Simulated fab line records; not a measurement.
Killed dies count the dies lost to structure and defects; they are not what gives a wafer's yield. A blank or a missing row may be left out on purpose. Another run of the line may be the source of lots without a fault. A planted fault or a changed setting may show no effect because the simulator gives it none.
The tool behind it: which one? / flow nand-harc / 14 lots with 40 wafers sampled at 4 steps, on a route of 1302 steps

WHAT EACH GAUGE READ, for each wafer
NHARC_A_ONON_D1_THK_MEAS_05: measures by ellipsometry.
lot=L508; measured=day 8 09:23; on=film-metro-01; thk-nm (nm)=978 980 978
lot=L511; measured=day 9 01:37; on=film-metro-01; thk-nm (nm)=1010 1011 1012
lot=L512; measured=day 9 15:32; on=film-metro-02; thk-nm (nm)=990 993 993
lot=L513; measured=day 10 06:28; on=film-metro-01; thk-nm (nm)=1018 1017 1017
lot=L515; measured=day 10 13:36; on=film-metro-02; thk-nm (nm)=339 338
lot=L516; measured=day 11 02:17; on=film-metro-01; thk-nm (nm)=338 1004 341 339 1004 340
lot=L522; measured=day 13 18:53; on=film-metro-02; thk-nm (nm)=989 992 990
lot=L524; measured=day 14 17:33; on=film-metro-01; thk-nm (nm)=996 996 995
lot=L525; measured=day 15 01:25; on=film-metro-02; thk-nm (nm)=1020 1019 1019
lot=L526; measured=day 15 07:31; on=film-metro-01; thk-nm (nm)=1003 1004 1003
lot=L527; measured=day 15 18:41; on=film-metro-01; thk-nm (nm)=1004 1002 1002
lot=L528; measured=day 15 23:56; on=film-metro-01; thk-nm (nm)=1000 1000 997
lot=L529; measured=day 16 12:50; on=film-metro-01; thk-nm (nm)=1000 1001 1001
lot=L530; measured=day 17 05:43; on=film-metro-01; thk-nm (nm)=985 988 987

WHICH TOOL RAN EACH LOT (tool, then ch and the chambers of the sampled wafers, then the start)
lot=L508; NHARC_P_BONDPAD_ETCH_12=rie-diel-13 ch 0,2,3, day 7 12:52 or earlier; NHARC_A_ZERO_WELL_RTA_16=rtp-anneal-02 ch 0, day 7 12:52; NHARC_A_ONON_D1_DEP_03=pecvd-onon-03 ch 0, day 8 08:53
lot=L511; NHARC_P_BONDPAD_ETCH_12=rie-diel-07 ch 0,1,3, day 8 04:56 or earlier; NHARC_A_ZERO_WELL_RTA_16=rtp-anneal-01 ch 0, day 8 04:56; NHARC_A_ONON_D1_DEP_03=pecvd-onon-01 ch 0, day 9 01:06
lot=L512; NHARC_P_BONDPAD_ETCH_12=rie-diel-07 ch 0,2,3, day 8 17:46 or earlier; NHARC_A_ZERO_WELL_RTA_16=rtp-anneal-02 ch 0, day 8 17:46; NHARC_A_ONON_D1_DEP_03=pecvd-onon-02 ch 0, day 9 15:05
lot=L513; NHARC_P_BONDPAD_ETCH_12=rie-diel-13 ch 0,2,3, day 9 07:53 or earlier; NHARC_A_ZERO_WELL_RTA_16=rtp-anneal-01 ch 0, day 9 07:53; NHARC_A_ONON_D1_DEP_03=pecvd-onon-03 ch 0, day 10 06:04
lot=L515; NHARC_P_BONDPAD_ETCH_12=rie-diel-07 ch 2, day 9 15:38 or earlier; NHARC_A_ZERO_WELL_RTA_16=rtp-anneal-01 ch 0, day 9 15:38; NHARC_A_ONON_D1_DEP_03=pecvd-onon-01 ch 0, day 10 13:19
lot=L516; NHARC_P_BONDPAD_ETCH_12=rie-diel-13 ch 2,3, day 10 05:21 or earlier; NHARC_A_ZERO_WELL_RTA_16=rtp-anneal-02 ch 0, day 10 05:21; NHARC_A_ONON_D1_DEP_03=pecvd-onon-01 ch 0, day 11 01:50
lot=L522; NHARC_P_BONDPAD_ETCH_12=rie-diel-07 ch 0,1,3, day 12 21:29 or earlier; NHARC_A_ZERO_WELL_RTA_16=rtp-anneal-01 ch 0, day 12 21:29; NHARC_A_ONON_D1_DEP_03=pecvd-onon-03 ch 0, day 13 18:22
lot=L524; NHARC_P_BONDPAD_ETCH_12=rie-diel-09 ch 2,3, day 13 19:31 or earlier; NHARC_A_ZERO_WELL_RTA_16=rtp-anneal-02 ch 0, day 13 19:31; NHARC_A_ONON_D1_DEP_03=pecvd-onon-02 ch 0, day 14 17:06
lot=L525; NHARC_P_BONDPAD_ETCH_12=rie-diel-07 ch 0,3, day 14 04:15 or earlier; NHARC_A_ZERO_WELL_RTA_16=rtp-anneal-01 ch 0, day 14 04:15; NHARC_A_ONON_D1_DEP_03=pecvd-onon-01 ch 0, day 15 01:02
lot=L526; NHARC_P_BONDPAD_ETCH_12=rie-diel-07 ch 0,2, day 14 09:24 or earlier; NHARC_A_ZERO_WELL_RTA_16=rtp-anneal-01 ch 0, day 14 09:24; NHARC_A_ONON_D1_DEP_03=pecvd-onon-03 ch 0, day 15 07:04
lot=L527; NHARC_P_BONDPAD_ETCH_12=rie-diel-13 ch 2,3, day 14 18:02 or earlier; NHARC_A_ZERO_WELL_RTA_16=rtp-anneal-02 ch 0, day 14 18:02; NHARC_A_ONON_D1_DEP_03=pecvd-onon-03 ch 0, day 15 18:14
lot=L528; NHARC_P_BONDPAD_ETCH_12=rie-diel-07 ch 0,1,3, day 15 00:04 or earlier; NHARC_A_ZERO_WELL_RTA_16=rtp-anneal-02 ch 0, day 15 00:04; NHARC_A_ONON_D1_DEP_03=pecvd-onon-01 ch 0, day 15 23:33
lot=L529; NHARC_P_BONDPAD_ETCH_12=rie-diel-07 ch 0,1,3, day 15 11:21 or earlier; NHARC_A_ZERO_WELL_RTA_16=rtp-anneal-01 ch 0, day 15 11:21; NHARC_A_ONON_D1_DEP_03=pecvd-onon-03 ch 0, day 16 12:20
lot=L530; NHARC_P_BONDPAD_ETCH_12=rie-diel-07 ch 0,2, day 16 01:21 or earlier; NHARC_A_ZERO_WELL_RTA_16=rtp-anneal-02 ch 0, day 16 01:21; NHARC_A_ONON_D1_DEP_03=pecvd-onon-03 ch 0, day 17 05:12
- NHARC_P_BONDPAD_ETCH_12: etches the open film in CHF3/O2, target depth 200 nm, time 100 s.
- NHARC_A_ZERO_WELL_RTA_16: time 10 s.
- NHARC_A_ONON_D1_DEP_03: target thk 1000 nm.

WHAT THE TOOLS THEMSELVES READ (means of the sampled wafers that have a number; where no wafer has one, the mark that the record gives instead)
NHARC_P_BONDPAD_ETCH_12.
lot=L508; tool=rie-diel-13; drypump-motor-current-A (A)=5.6; oes-product-au (a.u.)=0.925; rf-vpp-V (V)=369.4; showerhead-plenum-p-Torr (Torr)=2.38; throttle-valve-pct (%)=20.571
lot=L511; tool=rie-diel-07; drypump-motor-current-A (A)=6.2; oes-product-au (a.u.)=0.962; rf-vpp-V (V)=373.0; showerhead-plenum-p-Torr (Torr)=2.49; throttle-valve-pct (%)=20.576
lot=L512; tool=rie-diel-07; drypump-motor-current-A (A)=5.6; oes-product-au (a.u.)=0.916; rf-vpp-V (V)=371.7; showerhead-plenum-p-Torr (Torr)=2.47; throttle-valve-pct (%)=20.557
lot=L513; tool=rie-diel-13; drypump-motor-current-A (A)=5.6; oes-product-au (a.u.)=0.970; rf-vpp-V (V)=369.9; showerhead-plenum-p-Torr (Torr)=2.38; throttle-valve-pct (%)=20.574
lot=L515; tool=rie-diel-07; drypump-motor-current-A (A)=4.6; oes-product-au (a.u.)=0.941; rf-vpp-V (V)=373.5; showerhead-plenum-p-Torr (Torr)=2.51; throttle-valve-pct (%)=20.566
lot=L516; tool=rie-diel-13; drypump-motor-current-A (A)=5.2; oes-product-au (a.u.)=0.968; rf-vpp-V (V)=370.4; showerhead-plenum-p-Torr (Torr)=2.35; throttle-valve-pct (%)=20.570
lot=L522; tool=rie-diel-07; drypump-motor-current-A (A)=6.2; oes-product-au (a.u.)=0.958; rf-vpp-V (V)=372.4; showerhead-plenum-p-Torr (Torr)=2.49; throttle-valve-pct (%)=20.566
lot=L524; tool=rie-diel-09; drypump-motor-current-A (A)=5.5; oes-product-au (a.u.)=0.917; rf-vpp-V (V)=372.6; showerhead-plenum-p-Torr (Torr)=2.51; throttle-valve-pct (%)=20.571
lot=L525; tool=rie-diel-07; drypump-motor-current-A (A)=6.0; oes-product-au (a.u.)=0.957; rf-vpp-V (V)=371.4; showerhead-plenum-p-Torr (Torr)=2.45; throttle-valve-pct (%)=20.575
lot=L526; tool=rie-diel-07; drypump-motor-current-A (A)=5.4; oes-product-au (a.u.)=0.962; rf-vpp-V (V)=372.2; showerhead-plenum-p-Torr (Torr)=2.47; throttle-valve-pct (%)=20.574
lot=L527; tool=rie-diel-13; drypump-motor-current-A (A)=5.2; oes-product-au (a.u.)=0.932; rf-vpp-V (V)=369.0; showerhead-plenum-p-Torr (Torr)=2.35; throttle-valve-pct (%)=20.572
lot=L528; tool=rie-diel-07; drypump-motor-current-A (A)=6.2; oes-product-au (a.u.)=0.966; rf-vpp-V (V)=372.3; showerhead-plenum-p-Torr (Torr)=2.48; throttle-valve-pct (%)=20.573
lot=L529; tool=rie-diel-07; drypump-motor-current-A (A)=6.2; oes-product-au (a.u.)=0.969; rf-vpp-V (V)=372.1; showerhead-plenum-p-Torr (Torr)=2.48; throttle-valve-pct (%)=20.576
lot=L530; tool=rie-diel-07; drypump-motor-current-A (A)=5.4; oes-product-au (a.u.)=0.960; rf-vpp-V (V)=371.7; showerhead-plenum-p-Torr (Torr)=2.47; throttle-valve-pct (%)=20.577

NHARC_A_ZERO_WELL_RTA_16.
lot=L508; tool=rtp-anneal-02; lamp-power-pct (%)=29.82; lamp_zone_6_pct (%)=29.76; wafer_temp_C_max=1005.8
lot=L511; tool=rtp-anneal-01; lamp-power-pct (%)=29.99; lamp_zone_6_pct (%)=29.95; wafer_temp_C_max=1006.2
lot=L512; tool=rtp-anneal-02; lamp-power-pct (%)=29.78; lamp_zone_6_pct (%)=29.77; wafer_temp_C_max=1005.4
lot=L513; tool=rtp-anneal-01; lamp-power-pct (%)=29.97; lamp_zone_6_pct (%)=29.91; wafer_temp_C_max=1006.2
lot=L515; tool=rtp-anneal-01; lamp-power-pct (%)=30.01; lamp_zone_6_pct (%)=29.93; wafer_temp_C_max=1009.1
lot=L516; tool=rtp-anneal-02; lamp-power-pct (%)=29.78; lamp_zone_6_pct (%)=29.73; wafer_temp_C_max=1007.0
lot=L522; tool=rtp-anneal-01; lamp-power-pct (%)=29.97; lamp_zone_6_pct (%)=29.90; wafer_temp_C_max=1006.4
lot=L524; tool=rtp-anneal-02; lamp-power-pct (%)=29.82; lamp_zone_6_pct (%)=29.78; wafer_temp_C_max=1005.2
lot=L525; tool=rtp-anneal-01; lamp-power-pct (%)=29.98; lamp_zone_6_pct (%)=29.89; wafer_temp_C_max=1005.4
lot=L526; tool=rtp-anneal-01; lamp-power-pct (%)=29.95; lamp_zone_6_pct (%)=29.89; wafer_temp_C_max=1006.5
lot=L527; tool=rtp-anneal-02; lamp-power-pct (%)=29.81; lamp_zone_6_pct (%)=29.74; wafer_temp_C_max=1007.6
lot=L528; tool=rtp-anneal-02; lamp-power-pct (%)=29.81; lamp_zone_6_pct (%)=29.71; wafer_temp_C_max=1005.3
lot=L529; tool=rtp-anneal-01; lamp-power-pct (%)=29.93; lamp_zone_6_pct (%)=29.86; wafer_temp_C_max=1006.0
lot=L530; tool=rtp-anneal-02; lamp-power-pct (%)=29.85; lamp_zone_6_pct (%)=29.78; wafer_temp_C_max=1006.1

THE ANSWER, worked out from the rows above alone
Rule: the usual values come from the lots themselves. The widest of any qualifying gaps counts: lots, ordered by their means at a reading, are off when they make up no more than a third of the lots, leave a main group of 4 or more, and stand apart from it by 3 or more times the standard deviation of that group's means. The tables above print the reading to a certain number of digits; a main group whose means all agree to those digits is not used. Also off: a lot with no number at a reading for which 4 or more lots have one. Any other lot the step has rows for is counted as sound. The gauges are gone through in route order, then the tools' own readings, and for those a lot's mean is taken as printed above. At the first step where some lot is off, the reading lying furthest off is the one used; lots without a number count as furthest.
Off, at NHARC_A_ONON_D1_THK_MEAS_05 on thk-nm: L515, L516. Mean 1000 nm and standard deviation 12 in the main group.
If a tool, at a process step before that reading, ran all the lots that are off and no sound lot after the first of them, it fits. The gauges at NHARC_A_ONON_D1_THK_MEAS_05 are tried like those tools. Because NHARC_P_BONDPAD_ETCH_12 lacks a start for some lots, the hours and order of its lots are taken from NHARC_A_ZERO_WELL_RTA_16. Not one of the candidates tried fits.

WHAT WAS PUT IN BY THE SIMULATOR
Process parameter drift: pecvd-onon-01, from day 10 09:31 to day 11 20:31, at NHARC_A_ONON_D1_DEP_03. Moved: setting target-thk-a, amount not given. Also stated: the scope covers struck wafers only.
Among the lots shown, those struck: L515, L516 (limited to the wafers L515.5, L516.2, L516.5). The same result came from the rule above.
